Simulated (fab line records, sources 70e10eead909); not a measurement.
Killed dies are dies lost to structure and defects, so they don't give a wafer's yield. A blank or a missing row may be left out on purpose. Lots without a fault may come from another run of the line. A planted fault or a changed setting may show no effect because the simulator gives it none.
fab line records | flow nand_harc
record lots=11 wafers=33 last_day=33
route steps=1302 shown A_CONTACT@1002 END@1302
lots that met no fault: from a run of the same line without faults
start_h: hours from the record's first day to the start of the lot's first wafer shown | wait_h: hours since the lot's step before | " the same as in the row above | L1.1+2: a row that stands for several wafers | - no value, or no start given | * or withheld: withheld | < > ~ a bound
route shown NAME@n: a module of which the file shows steps, and the number in the route of the first | usual: mean/standard deviation of fault-free wafers | same: alike in all rows | chamber/n: place in a boat | sites: the reading at each site | _std_site: their standard deviation | _edge_site: outer sites' mean less inner sites' | radius_mm: how far each site lies from the wafer's centre | mask NAME#n: copy n | behind: the tool/chamber that last shaped the wafer | hold: why the lot was held/for how many hours/how that ended | device: the transistor (n, p or np) that didn't switch | end of line: the same wafers' tests at the end of the route | a step without rows: its recipe alone | killed: dies lost to structure and defects at the first sort, not the wafer's yield | map: a wafer's dies, x killed, . not, _ none there
set.NAME: the setting as run; set.NAME@STEP: as run at that earlier step | model.NAME: the simulator's own value behind a step, which no gauge read
steps of the route over a sample of lots; a table a step, a row a wafer
services: from which hour (start_h, from the record's first day; less than 0 if before it) a tool's chamber was out of use, for how many hours, and why
## steps
# step NHARC_A_CONTACT_ETCH_49
# recipe target_depth_a=2600 over_etch_frac=0.3 time_s=475.3 ion_energy_ev=200 n2_flow_sccm=150 h2_flow_sccm=150 ar_flow_sccm=0 rf_w=400 bias_w=150 chemistry=N2/H2
# usual drypump_motor_current_A=5.7/0.38 oes_product_au=1.000/0.0088 rf_vpp_V=428.6/2.7 showerhead_plenum_p_Torr=1.97/0.092 throttle_valve_pct=14.171/0.0099
# columns lot.wafer tool chamber start_h wait_h drypump_motor_current_A oes_product_au rf_hours_counter_h rf_vpp_V showerhead_plenum_p_Torr throttle_valve_pct
L359.2 rie_diel-08 1 504.02 - 4.8 0.998 47 429.9 1.99 14.177
L359.1 " 2 " " 5.9 1.001 44 429.8 2.00 14.166
L359.5 " 3 " " 6.1 1.017 - 426.3 1.91 14.152
L362.3 rie_diel-08 0 521.76 - 5.3 0.990 49 430.0 2.02 14.190
L362.4 " 2 " " 5.9 0.999 48 427.8 2.00 14.165
L362.5 " 0 " " 5.3 0.998 - 430.3 2.02 14.186
L364.4 rie_diel-09 1 556.45 - 5.7 0.999 8 425.7 1.88 14.175
L364.1 " 3 " " 6.2 1.008 7 426.6 1.90 14.169
L364.6 " 1 " " 5.7 0.981 - 426.0 1.88 14.153
L372.4 rie_diel-09 1 611.65 - 5.7 0.994 23 426.7 1.88 14.168
L372.5 " 3 " " 6.2 0.998 - 424.8 1.90 14.160
L372.6 " 0 " " 5.3 1.014 - 435.8 2.15 14.161
L373.2 rie_diel-11 0 644.56 - 5.5 0.993 7 431.0 2.02 14.162
L373.6 " 3 " " 5.9 1.011 - 428.4 1.96 14.180
L373.5 " 0 " " 5.5 0.994 - 429.7 2.02 14.176
L374.2 rie_diel-09 2 644.69 - 5.6 1.009 21 425.4 1.89 14.173
L374.1 " 0 " " 5.3 1.005 26 435.3 2.15 14.154
L374.3 " 1 " " 5.7 0.996 27 425.1 1.87 14.171
L377.1 rie_diel-08 1 683.44 - 4.8 1.007 41 428.4 1.97 14.180
L377.5 " 2 " " 5.9 0.994 - 429.0 1.99 14.188
L377.6 " 3 " " 6.1 0.997 - 426.3 1.89 14.180
L378.2 rie_diel-11 3 691.58 - 5.9 0.998 23 427.5 1.95 14.162
L378.1 " 2 " " 6.4 1.000 23 427.1 1.91 14.164
L378.5 " 0 " " 5.5 0.993 - 429.4 2.02 14.174
L379.2 rie_diel-11 0 697.65 - 5.5 0.985 24 429.5 2.02 14.162
L379.1 " 1 " " 5.8 1.003 28 428.4 1.97 14.179
L379.5 " 0 " " 5.5 0.981 - 430.5 2.01 14.176
L380.2 rie_diel-09 3 698.10 - 6.2 0.986 2 425.1 1.90 14.175
L380.1 " 0 " " 5.3 0.986 1 432.7 2.15 14.192
L380.5 " 2 " " 5.6 0.990 - 424.9 1.89 14.176
L382.3 rie_diel-09 0 713.10 - 5.3 0.995 5 433.1 2.15 14.163
L382.1 " 1 " " 5.7 0.995 5 434.4 2.22 14.162
L382.6 " 3 " " 6.2 1.002 - 426.3 1.90 14.179
# step NHARC_A_CONTACT_DESCUM_74
# recipe time_s=3 o2_flow_sccm=200 ar_flow_sccm=0 bias_power_w=0 chemistry=O2
# usual drypump_motor_current_A=5.7/0.39 oes_product_au=1.002/0.0089 rf_vpp_V=57.5/0.93 showerhead_plenum_p_Torr=1.85/0.092 throttle_valve_pct=11.311/0.0083
# columns lot.wafer tool chamber start_h wait_h hold drypump_motor_current_A oes_product_au rf_hours_counter_h rf_vpp_V showerhead_plenum_p_Torr throttle_valve_pct
L359.2 rie_diel-09 1 513.97 0.1 - 5.7 1.001 1 56.4 1.77 11.311
L359.1 " 2 " " - 5.6 0.998 2 57.0 1.78 11.318
L359.5 " 0 " " - 5.3 0.998 - 58.4 2.02 11.316
L362.4 rie_diel-09 0 531.80 0.2 - 5.3 1.000 4 59.0 2.02 11.318
L362.3 " 2 " " - 5.6 1.010 5 56.1 1.78 11.306
L362.5 " 1 " " - 5.7 0.998 - 56.3 1.77 11.306
L364.1 rie_diel-09 3 573.56 0.1 - 6.2 0.998 10 58.1 1.79 11.306
L364.4 " 2 " " - 5.7 1.012 10 57.1 1.78 11.310
L364.6 " 3 " " - 6.2 1.001 - 55.4 1.79 11.309
L372.4 rie_diel-09 0 625.35 1.8 await_dispo/1.8h/release 5.3 1.016 24 59.2 2.02 11.319
L372.5 " 1 " " await_dispo/1.8h/release 5.6 0.991 - 58.5 1.76 11.312
L372.6 " 2 " " await_dispo/1.8h/release 5.7 1.028 - 55.4 1.78 11.311
L373.2 rie_diel-08 3 655.99 0.1 - 6.2 0.998 30 57.8 1.78 11.310
L373.5 " 1 " " - 4.8 0.995 - 57.2 1.86 11.304
L373.6 " 3 " " - 6.2 0.991 - 57.0 1.78 11.312
L374.2 rie_diel-09 3 659.81 4.9 await_dispo/4.4h/release 6.2 0.996 24 58.5 1.78 11.301
L374.1 " 0 " " await_dispo/4.4h/release 5.3 0.993 27 58.6 2.01 11.297
L374.3 " 1 " " await_dispo/4.4h/release 5.7 0.990 28 56.7 1.76 11.327
L377.1 rie_diel-08 2 696.35 0.1 - 5.9 1.007 40 57.8 1.86 11.307
L377.5 " 1 " " - 4.8 1.010 - 57.3 1.85 11.299
L377.6 " 2 " " - 5.9 1.000 - 58.1 1.86 11.312
L378.1 rie_diel-11 3 706.32 0.1 - 5.8 1.014 27 58.3 1.83 11.305
L378.2 " 0 " " - 5.5 0.984 27 58.8 1.89 11.292
L378.5 " 2 " " - 6.3 1.002 - 56.5 1.80 11.320
L380.1 rie_diel-09 3 708.34 0.1 - 6.2 0.998 4 56.4 1.78 11.311
L380.2 " 1 " " - 5.6 1.004 4 58.2 2.08 11.325
L380.5 " 2 " " - 5.7 1.001 - 57.7 1.77 11.315
L379.2 rie_diel-11 3 709.50 0.1 - 5.9 0.997 29 57.2 1.83 11.311
L379.1 " 1 " " - 5.8 0.997 32 58.8 1.84 11.296
L379.5 " 3 " " - 5.9 1.001 - 58.2 1.83 11.311
L382.3 rie_diel-09 2 724.32 0.1 - 5.6 1.016 8 57.5 1.77 11.317
L382.1 " 3 " " - 6.2 0.997 7 56.3 1.78 11.315
L382.6 " 3 " " - 6.2 0.998 - 56.3 1.78 11.313
# step NHARC_A_CONTACT_ETCH_78
# recipe target_depth_a=53000 over_etch_frac=0.3 time_s=1378 ion_energy_ev=150 o2_flow_sccm=400 cos_flow_sccm=20 ar_flow_sccm=0 rf_w=500 bias_w=300 chemistry=O2/COS
# usual drypump_motor_current_A=5.7/0.37 oes_product_au=1.001/0.01 rf_vpp_V=312.8/2.3 showerhead_plenum_p_Torr=3.03/0.15 throttle_valve_pct=28.330/0.0085
# columns lot.wafer tool chamber start_h wait_h drypump_motor_current_A oes_product_au rf_hours_counter_h rf_vpp_V showerhead_plenum_p_Torr throttle_valve_pct
L359.2 rie_diel-09 3 - - 6.2 0.996 2 312.1 2.93 28.336
L359.1 " 0 " " 5.3 1.005 2 315.1 3.29 28.334
L359.5 " 2 " " 5.7 1.008 - 312.4 2.92 28.339
L362.3 rie_diel-09 2 - - 5.6 1.013 5 311.8 2.91 28.321
L362.4 " 3 " " 6.2 1.004 5 311.8 2.93 28.318
L362.5 " 0 " " 5.3 1.011 - 315.2 3.29 28.320
L364.4 rie_diel-09 0 - - 5.3 1.016 12 316.7 3.29 28.327
L364.1 " 1 " " 5.7 0.996 12 310.9 2.90 28.323
L364.6 " 1 " " 5.7 1.004 - 311.0 2.90 28.337
L372.4 rie_diel-09 1 - - 5.7 1.006 25 310.9 2.89 28.339
L372.5 " 1 " " 5.7 0.995 - 311.4 2.89 28.327
L372.6 " 2 " " 5.7 1.026 - 310.9 2.91 28.321
L373.2 rie_diel-08 2 - - 5.9 1.003 27 312.7 3.05 28.324
L373.5 " 3 " " 6.2 0.991 - 310.7 2.91 28.336
L373.6 " 0 " " 5.3 1.017 - 314.4 3.08 28.326
L374.3 rie_diel-09 3 - - 6.2 0.992 24 311.4 2.92 28.321
L374.2 " 0 " " 5.3 0.998 27 315.0 3.28 28.342
L374.1 " 2 " " 5.6 1.008 23 311.3 2.91 28.339
L377.1 rie_diel-08 2 - - 5.9 0.997 41 311.9 3.04 28.340
L377.5 " 0 " " 5.3 1.010 - 315.0 3.07 28.329
L377.6 " 1 " " 4.8 0.991 - 312.6 3.03 28.327
L378.1 rie_diel-11 2 - - 6.4 1.004 26 312.0 2.94 28.317
L378.2 " 3 " " 5.9 1.017 28 312.5 2.99 28.338
L378.5 " 3 " " 5.9 1.022 - 312.6 2.99 28.348
L380.1 rie_diel-09 2 - - 5.6 1.002 4 311.4 2.90 28.325
L380.2 " 0 " " 5.3 0.996 4 317.7 3.27 28.338
L380.5 " 1 " " 5.7 1.010 - 317.9 3.37 28.325
L379.1 rie_diel-11 2 - - 6.4 1.016 28 311.1 2.94 28.341
L379.2 " 3 " " 5.9 1.024 29 312.1 2.99 28.345
L379.5 " 1 " " 5.8 0.999 - 314.0 3.02 28.349
L382.3 rie_diel-09 2 - - 5.7 1.006 8 312.7 2.90 28.332
L382.1 " 3 " " 6.2 0.993 8 310.4 2.92 28.317
L382.6 " 3 " " 6.2 0.995 - 312.8 2.92 28.341
# step NHARC_A_CONTACT_ETCH_125
# recipe source_w=withheld pressure_mtorr=20 bias_v=3000 time_s=197 target_depth_a=19180 ar_flow_sccm=withheld c4f8_flow_sccm=withheld o2_flow_sccm=withheld chemistry=C4F8/O2/Ar
# columns lot.wafer tool chamber start_h wait_h rf_hours_counter_h
L359.2 har_cap_etch-03 0 515.69 0.2 44
L359.1 " 1 " " 44
L359.5 " 1 " " -
L362.4 har_cap_etch-01 0 533.78 0.2 -
L362.3 " 1 " " -
L362.5 " 0 " " -
L364.1 har_cap_etch-03 1 575.37 0.2 54
L364.4 " 0 " " -
L364.6 " 0 " " -
L372.4 har_cap_etch-01 0 627.25 0.2 -
L372.5 " 0 " " -
L372.6 " 1 " " -
L373.2 har_cap_etch-02 1 657.72 0.2 110
L373.5 " 1 " " -
L373.6 " 0 " " -
L374.2 har_cap_etch-01 1 661.80 0.2 27
L374.1 " 0 " " 27
L374.3 " 0 " " -
L377.1 har_cap_etch-01 0 698.14 0.2 33
L377.6 " 0 " " -
L377.5 " 1 " " -
L378.2 har_cap_etch-02 1 708.04 0.2 118
L378.1 " 0 " " 118
L378.5 " 0 " " -
L380.1 har_cap_etch-01 0 710.30 0.2 36
L380.2 " 1 " " 36
L380.5 " 1 " " -
L379.2 har_cap_etch-02 0 711.54 0.2 119
L379.1 " 1 " " 119
L379.5 " 0 " " -
L382.1 har_cap_etch-02 0 726.08 0.2 122
L382.3 " 1 " " -
L382.6 " 1 " " -
# step NHARC_A_CONTACT_ETCH_126
# recipe source_w=withheld pressure_mtorr=20 bias_v=3000 time_s=197 target_depth_a=19180 ar_flow_sccm=withheld c4f8_flow_sccm=withheld o2_flow_sccm=withheld chemistry=C4F8/O2/Ar
# columns lot.wafer tool chamber start_h wait_h rf_hours_counter_h
L359.2 har_cap_etch-03 0 515.86 0.1 44
L359.1 " 1 " " 44
L359.5 " 1 " " -
L362.4 har_cap_etch-01 0 533.96 0.1 -
L362.3 " 1 " " -
L362.5 " 0 " " -
L364.1 har_cap_etch-03 1 575.61 0.2 54
L364.4 " 0 " " -
L364.6 " 0 " " -
L372.4 har_cap_etch-01 0 627.43 0.1 -
L372.5 " 0 " " -
L372.6 " 1 " " -
L373.2 har_cap_etch-02 1 657.90 0.1 110
L373.5 " 1 " " -
L373.6 " 0 " " -
L374.2 har_cap_etch-01 1 661.98 0.1 27
L374.1 " 0 " " 27
L374.3 " 0 " " -
L377.1 har_cap_etch-01 0 698.38 0.2 33
L377.6 " 0 " " -
L377.5 " 1 " " -
L378.2 har_cap_etch-02 1 708.21 0.1 118
L378.1 " 0 " " 118
L378.5 " 0 " " -
L380.1 har_cap_etch-01 0 710.53 0.2 36
L380.2 " 1 " " 36
L380.5 " 1 " " -
L379.2 har_cap_etch-02 0 713.91 2.3 120
L379.1 " 1 " " 120
L379.5 " 0 " " -
L382.1 har_cap_etch-02 0 726.26 0.1 123
L382.3 " 1 " " -
L382.6 " 1 " " -
# step NHARC_END_SORT_01
# recipe temp_c=25
# usual killed_at_array=53/19 killed_at_other=0.8/1.2 killed_at_periphery=3.7/2.3 killed_dies=57/19 killed_open=3.2/1.7 killed_short=2.6/1.8
# same gross_dies=677
# columns lot.wafer tool chamber start_h wait_h killed_at_array killed_at_other killed_at_periphery killed_dies killed_open killed_short
L372.4 prober-01 0 711.13 3.4 99 1 6 106 4 2
L372.5 prober-01 0 711.93 3.7 69 1 2 72 2 3
L372.6 prober-01 0 712.74 4.0 148 0 3 151 4 3
L373.2 prober-01 0 725.23 2.8 32 0 2 34 2 0
L373.5 prober-01 0 727.61 3.7 25 0 3 28 3 1
L373.6 prober-01 0 728.40 4.0 22 0 3 25 3 2
L374.1 prober-02 0 737.77 2.5 167 0 0 167 2 4
L374.2 prober-02 0 738.59 2.9 144 0 5 149 3 0
L374.3 prober-02 0 739.40 3.2 136 1 3 140 4 3
L378.1 prober-01 0 771.43 2.5 35 1 6 42 2 5
L378.2 prober-01 0 772.23 2.8 29 1 7 37 4 1
L378.5 prober-01 0 774.62 3.7 31 5 10 46 4 2
# killed by level:class
L372.4 A_CONTACT:unspecified=52 A_CHANNEL_HOLE_D1:chamber_film_flake=29 A_CHANNEL_HOLE_D2:chamber_film_flake=9 A_DECK1_JOINT:geometric_particle:open=2 P_ZERO_WELL:chamber_film_flake=2 A_DECK1_JOINT:chamber_film_flake=2 A_STAIRCASE:chamber_film_flake=2 P_GATE:geometric_particle:short=1
L372.5 A_CONTACT:unspecified=29 A_CHANNEL_HOLE_D1:chamber_film_flake=18 A_CHANNEL_HOLE_D2:chamber_film_flake=13 A_STAIRCASE:chamber_film_flake=2 P_GATE:geometric_particle:open=1 A_SOURCE_PLATE:geometric_particle:short=1 A_ONON_D1:geometric_particle:open=1 A_DECK1_JOINT:geometric_particle:short=1
L372.6 A_CONTACT:unspecified=95 A_CHANNEL_HOLE_D1:chamber_film_flake=28 A_CHANNEL_HOLE_D2:chamber_film_flake=11 A_SLIT:chamber_film_flake=3 A_CHANNEL_HOLE_D1:geometric_particle:short=2 A_CONTACT:geometric_particle:open=2 A_STAIRCASE:chamber_film_flake=2 P_M0:geometric_particle:open=1
L373.2 A_CONTACT:chamber_film_flake=10 A_CHANNEL_HOLE_D1:chamber_film_flake=7 A_SLIT:chamber_film_flake=4 A_WL_FILL:chamber_film_flake=4 A_STAIRCASE:chamber_film_flake=2 A_DECK1_JOINT:geometric_particle:open=1 A_M0:geometric_particle:open=1 P_ZERO_WELL:chamber_film_flake=1
L373.5 A_CONTACT:chamber_film_flake=8 A_CHANNEL_HOLE_D1:chamber_film_flake=5 A_SLIT:chamber_film_flake=5 P_M0:chamber_film_flake=2 A_STAIRCASE:chamber_film_flake=2 P_M0:geometric_particle:open=1 A_ONON_D2:geometric_particle:short=1 A_STAIRCASE:geometric_particle:open=1
L373.6 A_CHANNEL_HOLE_D1:chamber_film_flake=5 A_SLIT:chamber_film_flake=5 P_STI:chamber_film_flake=2 A_DECK1_JOINT:chamber_film_flake=2 A_STAIRCASE:chamber_film_flake=2 A_CONTACT:chamber_film_flake=2 P_M0:geometric_particle:open=1 A_ONON_D1:geometric_particle:open=1
L374.1 A_CONTACT:unspecified=102 A_SLIT:chamber_film_flake=20 A_CHANNEL_HOLE_D1:chamber_film_flake=18 A_CHANNEL_HOLE_D2:chamber_film_flake=16 A_CHANNEL_FILL_D1:geometric_particle:short=2 A_STAIRCASE:chamber_film_flake=2 A_ONON_D1:geometric_particle:short=1 A_DECK1_JOINT:geometric_particle:open=1
L374.2 A_CONTACT:unspecified=86 A_CHANNEL_HOLE_D1:chamber_film_flake=33 A_SLIT:chamber_film_flake=18 P_STI:chamber_film_flake=2 A_CHANNEL_HOLE_D2:chamber_film_flake=2 A_STAIRCASE:chamber_film_flake=2 P_CONTACT:geometric_particle:open=1 P_M2:geometric_particle:open=1
L374.3 A_CONTACT:unspecified=57 A_SLIT:chamber_film_flake=27 A_CHANNEL_HOLE_D1:chamber_film_flake=21 A_CHANNEL_HOLE_D2:chamber_film_flake=18 A_STAIRCASE:chamber_film_flake=4 A_M0:chamber_film_flake=2 P_M2:geometric_particle:open=1 A_SOURCE_PLATE:geometric_particle:short=1
L378.1 A_STAIRCASE:chamber_film_flake=10 A_CHANNEL_HOLE_D1:chamber_film_flake=7 A_SLIT:chamber_film_flake=6 A_CONTACT:chamber_film_flake=4 P_CONTACT:chamber_film_flake=2 P_M2:chamber_film_flake=2 A_CHANNEL_HOLE_D2:chamber_film_flake=2 P_M1:geometric_particle:short=1
L378.2 A_CHANNEL_HOLE_D1:chamber_film_flake=8 A_SLIT:chamber_film_flake=6 A_CONTACT:chamber_film_flake=5 A_STAIRCASE:chamber_film_flake=4 P_CONTACT:chamber_film_flake=3 A_CHANNEL_HOLE_D2:chamber_film_flake=2 P_M0:geometric_particle:open=1 A_CHANNEL_FILL_D1:geometric_particle:short=1
L378.5 A_CHANNEL_HOLE_D1:chamber_film_flake=7 A_STAIRCASE:chamber_film_flake=7 P_M2:chamber_film_flake=6 A_CHANNEL_HOLE_D2:chamber_film_flake=5 THIN_TSV:chamber_film_flake=5 A_SLIT:chamber_film_flake=4 P_CONTACT:chamber_film_flake=3 A_WL_FILL:chamber_film_flake=2
## services
# columns tool chamber start_h hours kind
rie_diel-11 1 496.97 9.3 repair
rie_diel-09 - 497.19 9.0 pm
rie_diel-09 0 497.19 9.0 vent_cycle
rie_diel-09 1 497.19 9.0 vent_cycle
rie_diel-09 2 497.19 9.0 vent_cycle
rie_diel-09 3 497.19 9.0 vent_cycle
har_cap_etch-01 - 498.98 17.0 pm
rie_diel-09 0 506.19 - clean
rie_diel-08 - 545.68 9.0 pm
har_cap_etch-02 - 561.56 3.9 repair
rie_diel-09 2 583.96 4.6 repair
har_cap_etch-03 - 593.66 1.3 repair
rie_diel-11 - 609.52 9.0 pm
rie_diel-11 0 620.33 3.0 repair
har_cap_etch-02 - 632.06 0.4 repair
rie_diel-09 3 633.77 4.6 repair
rie_diel-11 3 653.03 5.0 repair
rie_diel-11 0 654.31 4.5 repair
rie_diel-11 - 661.24 0.3 repair
rie_diel-09 - 674.19 9.0 pm
rie_diel-11 2 701.72 3.3 repair
rie_diel-11 0 707.98 13.4 repair
rie_diel-09 1 717.57 6.1 repair
rie_diel-08 - 722.70 9.0 pm
## key
first_sign step=NHARC_END_SORT_01 reading=killed_at_array direction=up sigmas=3.9 usual=53 struck=127 wafers_moved=5
effect step=NHARC_END_SORT_01 reading=killed_dies direction=up sigmas=3.8 usual=57 struck=131 wafers_moved=5
more_kills_born_at NHARC_A_CONTACT_ETCH_49@rie_diel-09=421
met_at NHARC_A_CONTACT_ETCH_49
struck_lots L372,L374
tester_left_out L372,L374
not_acting_at NHARC_A_CONTACT_ETCH_78,NHARC_A_CONTACT_ETCH_125,NHARC_A_CONTACT_ETCH_126
onset_between 556.45 611.65
fault kind=chamber_particle_source tool=rie_diel-09 chamber=- onset_h=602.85 steps=NHARC_A_CONTACT_ETCH_49 rate_per_visit_cm2=1.6153 end_h=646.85
# tester_left_out: of these lots the tester's yield and bins aren't shown, on N5 and GAA mostly nor the transistor test; their killed dies are dies lost to structure and defects alone, not to doping, threshold or leakage, so they don't give the yield
